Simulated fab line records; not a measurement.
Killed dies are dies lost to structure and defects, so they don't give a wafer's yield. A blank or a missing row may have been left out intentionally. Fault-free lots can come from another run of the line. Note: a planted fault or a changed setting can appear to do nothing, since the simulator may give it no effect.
A sampling plan put to the test :: flow n5Finfet :: one fab line, 35 faults that these records tell of, each judged on the records of the lots that it struck; 1 more is left out, because the records don't allow judging it
Plan = the line's own looks (route steps where a gauge or an inspection reads the wafer without altering it). Where struck wafers have a number at a look and the file lists that look's usual mean and standard deviation on fault-free wafers, the look can be judged. Caught: 4 or more of those standard deviations (sigma) separate the usual mean from the mean of the struck wafers at a look after the fault's first step. On the tool: the fault's steps, tested the same way using the tool's own readings. Also counted as caught: the struck wafers showing another recipe, or a record that is empty for them alone.

## THE FAULTS, as the simulator had put them in
1. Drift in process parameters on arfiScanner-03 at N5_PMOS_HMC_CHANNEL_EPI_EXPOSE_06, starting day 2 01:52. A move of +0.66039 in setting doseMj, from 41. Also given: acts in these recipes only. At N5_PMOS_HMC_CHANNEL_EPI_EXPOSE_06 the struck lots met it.
2. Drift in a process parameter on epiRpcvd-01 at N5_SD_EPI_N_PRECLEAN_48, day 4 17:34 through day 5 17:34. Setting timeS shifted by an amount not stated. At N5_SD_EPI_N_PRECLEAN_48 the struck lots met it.
3. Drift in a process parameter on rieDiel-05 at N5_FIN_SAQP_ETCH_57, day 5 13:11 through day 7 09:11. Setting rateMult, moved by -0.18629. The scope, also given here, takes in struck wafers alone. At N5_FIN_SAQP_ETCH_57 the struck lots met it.
4. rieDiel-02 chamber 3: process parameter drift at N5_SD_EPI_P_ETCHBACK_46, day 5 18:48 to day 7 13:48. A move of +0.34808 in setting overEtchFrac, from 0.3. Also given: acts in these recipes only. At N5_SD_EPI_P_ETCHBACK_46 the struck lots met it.
5. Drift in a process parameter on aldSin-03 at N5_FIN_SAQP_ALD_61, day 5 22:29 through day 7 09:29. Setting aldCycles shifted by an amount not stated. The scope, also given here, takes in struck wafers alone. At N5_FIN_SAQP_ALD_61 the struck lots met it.
6. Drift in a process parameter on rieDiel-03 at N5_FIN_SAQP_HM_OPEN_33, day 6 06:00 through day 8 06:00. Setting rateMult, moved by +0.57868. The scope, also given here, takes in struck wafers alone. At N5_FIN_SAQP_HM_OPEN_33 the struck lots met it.
7. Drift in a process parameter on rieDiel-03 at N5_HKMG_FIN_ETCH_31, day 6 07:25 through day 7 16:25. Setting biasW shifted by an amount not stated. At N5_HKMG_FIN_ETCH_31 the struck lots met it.
8. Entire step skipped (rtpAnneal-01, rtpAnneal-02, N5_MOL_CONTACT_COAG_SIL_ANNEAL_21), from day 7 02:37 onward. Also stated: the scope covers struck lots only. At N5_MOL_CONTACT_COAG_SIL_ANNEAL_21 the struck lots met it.
9. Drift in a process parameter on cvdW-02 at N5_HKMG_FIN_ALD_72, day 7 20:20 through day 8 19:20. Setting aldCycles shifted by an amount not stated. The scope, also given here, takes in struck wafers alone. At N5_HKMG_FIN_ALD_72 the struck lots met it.
10. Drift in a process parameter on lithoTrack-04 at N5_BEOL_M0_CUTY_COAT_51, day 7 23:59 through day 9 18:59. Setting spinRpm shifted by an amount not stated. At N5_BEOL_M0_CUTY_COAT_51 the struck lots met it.
11. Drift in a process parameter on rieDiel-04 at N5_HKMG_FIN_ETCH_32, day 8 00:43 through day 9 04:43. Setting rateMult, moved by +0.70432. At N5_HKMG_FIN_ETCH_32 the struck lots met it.
12. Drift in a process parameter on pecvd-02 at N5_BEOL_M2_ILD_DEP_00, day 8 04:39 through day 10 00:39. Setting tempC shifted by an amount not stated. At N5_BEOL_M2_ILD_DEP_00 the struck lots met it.
13. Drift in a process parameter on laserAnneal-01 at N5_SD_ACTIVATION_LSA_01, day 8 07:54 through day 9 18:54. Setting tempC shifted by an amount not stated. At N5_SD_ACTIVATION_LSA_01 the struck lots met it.
14. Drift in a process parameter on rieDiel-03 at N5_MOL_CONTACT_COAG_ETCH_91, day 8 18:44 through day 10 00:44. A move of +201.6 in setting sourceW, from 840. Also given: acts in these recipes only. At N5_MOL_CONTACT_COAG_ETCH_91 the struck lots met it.
15. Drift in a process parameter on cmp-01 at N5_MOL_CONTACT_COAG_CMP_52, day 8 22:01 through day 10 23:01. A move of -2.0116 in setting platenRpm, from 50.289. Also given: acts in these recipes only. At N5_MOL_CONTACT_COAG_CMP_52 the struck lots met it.
16. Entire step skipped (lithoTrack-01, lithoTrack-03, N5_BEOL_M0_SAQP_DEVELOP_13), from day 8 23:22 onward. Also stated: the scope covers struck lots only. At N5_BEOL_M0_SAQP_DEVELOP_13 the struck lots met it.
17. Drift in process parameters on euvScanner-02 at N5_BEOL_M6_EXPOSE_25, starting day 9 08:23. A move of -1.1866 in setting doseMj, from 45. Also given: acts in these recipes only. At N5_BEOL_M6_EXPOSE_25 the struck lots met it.
18. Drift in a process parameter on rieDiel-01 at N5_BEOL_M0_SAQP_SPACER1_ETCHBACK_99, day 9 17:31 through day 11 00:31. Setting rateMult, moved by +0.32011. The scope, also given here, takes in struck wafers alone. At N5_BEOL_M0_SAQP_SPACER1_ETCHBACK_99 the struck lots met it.
19. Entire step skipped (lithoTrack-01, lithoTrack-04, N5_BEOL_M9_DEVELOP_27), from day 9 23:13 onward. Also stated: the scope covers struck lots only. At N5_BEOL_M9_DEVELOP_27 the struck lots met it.
20. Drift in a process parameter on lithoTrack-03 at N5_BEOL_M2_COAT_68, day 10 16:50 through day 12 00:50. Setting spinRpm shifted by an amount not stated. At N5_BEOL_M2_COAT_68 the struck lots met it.
21. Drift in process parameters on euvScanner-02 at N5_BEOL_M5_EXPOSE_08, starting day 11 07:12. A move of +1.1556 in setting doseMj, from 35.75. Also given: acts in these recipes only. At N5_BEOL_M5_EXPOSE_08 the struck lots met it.
22. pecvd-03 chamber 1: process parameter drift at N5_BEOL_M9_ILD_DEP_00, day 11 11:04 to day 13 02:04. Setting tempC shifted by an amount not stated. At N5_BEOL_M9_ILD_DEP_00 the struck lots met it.
23. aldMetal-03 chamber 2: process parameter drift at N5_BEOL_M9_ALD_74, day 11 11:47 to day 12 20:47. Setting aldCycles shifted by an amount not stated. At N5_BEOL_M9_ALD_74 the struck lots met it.
24. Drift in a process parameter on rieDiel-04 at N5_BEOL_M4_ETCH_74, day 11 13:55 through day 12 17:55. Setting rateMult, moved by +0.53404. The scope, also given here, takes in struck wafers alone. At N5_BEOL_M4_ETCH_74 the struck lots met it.
25. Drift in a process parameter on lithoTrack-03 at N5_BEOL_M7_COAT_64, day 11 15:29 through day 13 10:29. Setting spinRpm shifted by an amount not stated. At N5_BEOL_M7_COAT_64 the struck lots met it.
26. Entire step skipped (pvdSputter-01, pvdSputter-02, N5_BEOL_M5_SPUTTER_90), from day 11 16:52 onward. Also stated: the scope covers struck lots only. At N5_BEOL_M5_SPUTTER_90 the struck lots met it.
27. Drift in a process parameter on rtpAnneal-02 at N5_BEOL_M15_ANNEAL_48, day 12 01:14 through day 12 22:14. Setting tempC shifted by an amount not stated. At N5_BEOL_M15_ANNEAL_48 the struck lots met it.
28. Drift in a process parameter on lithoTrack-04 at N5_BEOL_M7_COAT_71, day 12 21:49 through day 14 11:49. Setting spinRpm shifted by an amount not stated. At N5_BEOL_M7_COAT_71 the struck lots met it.
29. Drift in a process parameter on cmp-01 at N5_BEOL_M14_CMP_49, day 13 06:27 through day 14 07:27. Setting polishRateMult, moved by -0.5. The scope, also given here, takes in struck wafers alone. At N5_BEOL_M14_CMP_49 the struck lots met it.
30. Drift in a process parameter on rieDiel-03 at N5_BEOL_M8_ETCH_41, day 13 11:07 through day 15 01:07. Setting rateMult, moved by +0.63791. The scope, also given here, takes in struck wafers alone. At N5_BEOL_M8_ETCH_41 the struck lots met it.
31. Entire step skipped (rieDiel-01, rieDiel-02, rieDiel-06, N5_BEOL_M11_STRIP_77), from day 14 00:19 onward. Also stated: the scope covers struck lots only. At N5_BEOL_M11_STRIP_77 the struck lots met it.
32. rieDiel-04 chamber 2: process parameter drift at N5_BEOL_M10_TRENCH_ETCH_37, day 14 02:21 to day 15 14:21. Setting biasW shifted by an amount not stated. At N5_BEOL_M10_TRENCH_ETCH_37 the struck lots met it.
33. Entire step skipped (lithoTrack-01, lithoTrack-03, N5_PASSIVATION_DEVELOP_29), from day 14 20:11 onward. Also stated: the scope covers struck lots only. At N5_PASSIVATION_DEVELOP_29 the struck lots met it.
34. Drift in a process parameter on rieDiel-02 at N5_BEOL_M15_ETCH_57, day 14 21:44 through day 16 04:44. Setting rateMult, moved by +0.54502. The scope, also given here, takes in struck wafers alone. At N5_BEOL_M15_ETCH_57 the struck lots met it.
35. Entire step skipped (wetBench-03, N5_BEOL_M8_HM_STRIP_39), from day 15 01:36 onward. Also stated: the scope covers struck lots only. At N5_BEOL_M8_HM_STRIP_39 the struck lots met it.

## WHAT THE PLAN SAW
fault: 1
on the tool itself: exposureDoseMJCm2 +11 sigma
first look that catches it: no look after it can be judged
reading, sigma: -
median hours from its first step to that look: -
hours from the fault's start to the first struck lot there: -
judged looks passed uncaught: 0

fault: 2
on the tool itself: under 2 sigma
first look that catches it: N5_SD_EPI_N_EPI_MEAS_23
reading, sigma: thkNm -5.4
median hours from its first step to that look: 2.9
hours from the fault's start to the first struck lot there: 7
judged looks passed uncaught: 0

fault: 3
on the tool itself: etchRfOnTimeS +11 sigma
first look that catches it: no look after it can be judged
reading, sigma: -
median hours from its first step to that look: -
hours from the fault's start to the first struck lot there: -
judged looks passed uncaught: 0

fault: 4
on the tool itself: under 2 sigma
first look that catches it: no look after it can be judged
reading, sigma: -
median hours from its first step to that look: -
hours from the fault's start to the first struck lot there: -
judged looks passed uncaught: 0

fault: 5
on the tool itself: only faintly: precursorPulseHeightRel +2.0 sigma
first look that catches it: no look after it can be judged
reading, sigma: -
median hours from its first step to that look: -
hours from the fault's start to the first struck lot there: -
judged looks passed uncaught: 0

fault: 6
on the tool itself: etchRfOnTimeS -16 sigma
first look that catches it: no look after it can be judged
reading, sigma: -
median hours from its first step to that look: -
hours from the fault's start to the first struck lot there: -
judged looks passed uncaught: 0

fault: 7
on the tool itself: biasW +16 sigma
first look that catches it: no look after it can be judged
reading, sigma: -
median hours from its first step to that look: -
hours from the fault's start to the first struck lot there: -
judged looks passed uncaught: 0

fault: 8
on the tool itself: the tool's record is blank for the struck wafers
first look that catches it: no look after it can be judged
reading, sigma: -
median hours from its first step to that look: -
hours from the fault's start to the first struck lot there: -
judged looks passed uncaught: 0

fault: 9
on the tool itself: under 2 sigma
first look that catches it: no look after it can be judged
reading, sigma: -
median hours from its first step to that look: -
hours from the fault's start to the first struck lot there: -
judged looks passed uncaught: 0

fault: 10
on the tool itself: spinSpeedRpm +65 sigma
first look that catches it: not the one look that can be judged after it
reading, sigma: -
median hours from its first step to that look: -
hours from the fault's start to the first struck lot there: -
judged looks passed uncaught: 1

fault: 11
on the tool itself: only faintly: oesProductAu +2.9 sigma
first look that catches it: no look after it can be judged
reading, sigma: -
median hours from its first step to that look: -
hours from the fault's start to the first struck lot there: -
judged looks passed uncaught: 0

fault: 12
on the tool itself: susceptorTempC -24 sigma
first look that catches it: not the one look that can be judged after it
reading, sigma: -
median hours from its first step to that look: -
hours from the fault's start to the first struck lot there: -
judged looks passed uncaught: 1

fault: 13
on the tool itself: wafer_temp_C_max -9.4 sigma
first look that catches it: not the one look that can be judged after it
reading, sigma: -
median hours from its first step to that look: -
hours from the fault's start to the first struck lot there: -
judged looks passed uncaught: 1

fault: 14
on the tool itself: rfFwdPowerW +75 sigma
first look that catches it: no look after it can be judged
reading, sigma: -
median hours from its first step to that look: -
hours from the fault's start to the first struck lot there: -
judged looks passed uncaught: 0

fault: 15
on the tool itself: platenRpm -58 sigma
first look that catches it: not the one look that can be judged after it
reading, sigma: -
median hours from its first step to that look: -
hours from the fault's start to the first struck lot there: -
judged looks passed uncaught: 1

fault: 16
on the tool itself: the tool's record is blank for the struck wafers
first look that catches it: no look after it can be judged
reading, sigma: -
median hours from its first step to that look: -
hours from the fault's start to the first struck lot there: -
judged looks passed uncaught: 0

fault: 17
on the tool itself: exposureDoseMJCm2 -15 sigma
first look that catches it: not the one look that can be judged after it
reading, sigma: -
median hours from its first step to that look: -
hours from the fault's start to the first struck lot there: -
judged looks passed uncaught: 1

fault: 18
on the tool itself: oesProductAu +4.3 sigma
first look that catches it: not the one look that can be judged after it
reading, sigma: -
median hours from its first step to that look: -
hours from the fault's start to the first struck lot there: -
judged looks passed uncaught: 1

fault: 19
on the tool itself: the tool's record is blank for the struck wafers
first look that catches it: no look after it can be judged
reading, sigma: -
median hours from its first step to that look: -
hours from the fault's start to the first struck lot there: -
judged looks passed uncaught: 0

fault: 20
on the tool itself: spinSpeedRpm +99 or beyond sigma
first look that catches it: not the one look that can be judged after it
reading, sigma: -
median hours from its first step to that look: -
hours from the fault's start to the first struck lot there: -
judged looks passed uncaught: 1

fault: 21
on the tool itself: exposureDoseMJCm2 +30 sigma
first look that catches it: no look after it can be judged
reading, sigma: -
median hours from its first step to that look: -
hours from the fault's start to the first struck lot there: -
judged looks passed uncaught: 0

fault: 22
on the tool itself: susceptorTempC -7.1 sigma
first look that catches it: no look after it can be judged
reading, sigma: -
median hours from its first step to that look: -
hours from the fault's start to the first struck lot there: -
judged looks passed uncaught: 0

fault: 23
on the tool itself: under 2 sigma
first look that catches it: no look after it can be judged
reading, sigma: -
median hours from its first step to that look: -
hours from the fault's start to the first struck lot there: -
judged looks passed uncaught: 0

fault: 24
on the tool itself: etchRfOnTimeS -14 sigma
first look that catches it: not the one look that can be judged after it
reading, sigma: -
median hours from its first step to that look: -
hours from the fault's start to the first struck lot there: -
judged looks passed uncaught: 1

fault: 25
on the tool itself: spinSpeedRpm -79 sigma
first look that catches it: not the one look that can be judged after it
reading, sigma: -
median hours from its first step to that look: -
hours from the fault's start to the first struck lot there: -
judged looks passed uncaught: 1

fault: 26
on the tool itself: the tool's record is blank for the struck wafers
first look that catches it: no look after it can be judged
reading, sigma: -
median hours from its first step to that look: -
hours from the fault's start to the first struck lot there: -
judged looks passed uncaught: 0

fault: 27
on the tool itself: wafer_temp_C_max -17 sigma
first look that catches it: no look after it can be judged
reading, sigma: -
median hours from its first step to that look: -
hours from the fault's start to the first struck lot there: -
judged looks passed uncaught: 0

fault: 28
on the tool itself: spinSpeedRpm +99 or beyond sigma
first look that catches it: not the one look that can be judged after it
reading, sigma: -
median hours from its first step to that look: -
hours from the fault's start to the first struck lot there: -
judged looks passed uncaught: 1

fault: 29
on the tool itself: overpolishRunS -99 or beyond sigma
first look that catches it: N5_BEOL_M14_THK_MEAS_50
reading, sigma: M14_THK +32
median hours from its first step to that look: 0.3
hours from the fault's start to the first struck lot there: 8
judged looks passed uncaught: 0

fault: 30
on the tool itself: only faintly: oesProductAu +3.3 sigma
first look that catches it: not the one look that can be judged after it
reading, sigma: -
median hours from its first step to that look: -
hours from the fault's start to the first struck lot there: -
judged looks passed uncaught: 1

fault: 31
on the tool itself: the tool's record is blank for the struck wafers
first look that catches it: no look after it can be judged
reading, sigma: -
median hours from its first step to that look: -
hours from the fault's start to the first struck lot there: -
judged looks passed uncaught: 0

fault: 32
on the tool itself: biasW +24 sigma
first look that catches it: no look after it can be judged
reading, sigma: -
median hours from its first step to that look: -
hours from the fault's start to the first struck lot there: -
judged looks passed uncaught: 0

fault: 33
on the tool itself: the tool's record is blank for the struck wafers
first look that catches it: no look after it can be judged
reading, sigma: -
median hours from its first step to that look: -
hours from the fault's start to the first struck lot there: -
judged looks passed uncaught: 0

fault: 34
on the tool itself: oesProductAu +4.2 sigma
first look that catches it: not the one look that can be judged after it
reading, sigma: -
median hours from its first step to that look: -
hours from the fault's start to the first struck lot there: -
judged looks passed uncaught: 1

fault: 35
on the tool itself: the tool's record is blank for the struck wafers
first look that catches it: no look after it can be judged
reading, sigma: -
median hours from its first step to that look: -
hours from the fault's start to the first struck lot there: -
judged looks passed uncaught: 0
A dash: the fault is not caught, or the number is missing from these records.

Caught at a look: 2 of 35. Caught on the tool: 28 of 35. By one or the other: 29 of 35.
Faults 1, 3, 6, 7, 8, 10, 12, 13, 14, 15, 16, 17, 18, 19, 20, 21, 22, 24, 25, 26, 27, 28, 31, 32, 33, 34, 35 were caught on the tool alone.
Caught at a look alone: fault 2.
Caught by neither: faults 4, 5, 9, 11, 23, 30.

## THINNER SAMPLING
In the worst case, this is how late the first struck lot would be measured if the look that catches a fault measured only every second or every third lot, by lot number:
fault: 2
struck lots at that look, in order of time: L394, L397
every lot: 7 h
every second lot: 23 h
every third lot: may miss all 2

fault: 29
struck lots at that look, in order of time: L267, L265, L266
every lot: 8 h
every second lot: 11 h
every third lot: 11 h
Hours count from the start of the fault until the first struck lot that is measured. Since the struck wafers were tested as one group against 4 sigma, a single lot by itself may lie under the limit. Other struck lots may not be in these records.

## THE LONGEST TIMED WAY FROM STEP TO LOOK
For fault 2, N5_SD_EPI_N_PRECLEAN_48 and N5_SD_EPI_N_EPI_MEAS_23 are separated by a median of 2.9 hours. No look between them can be judged.
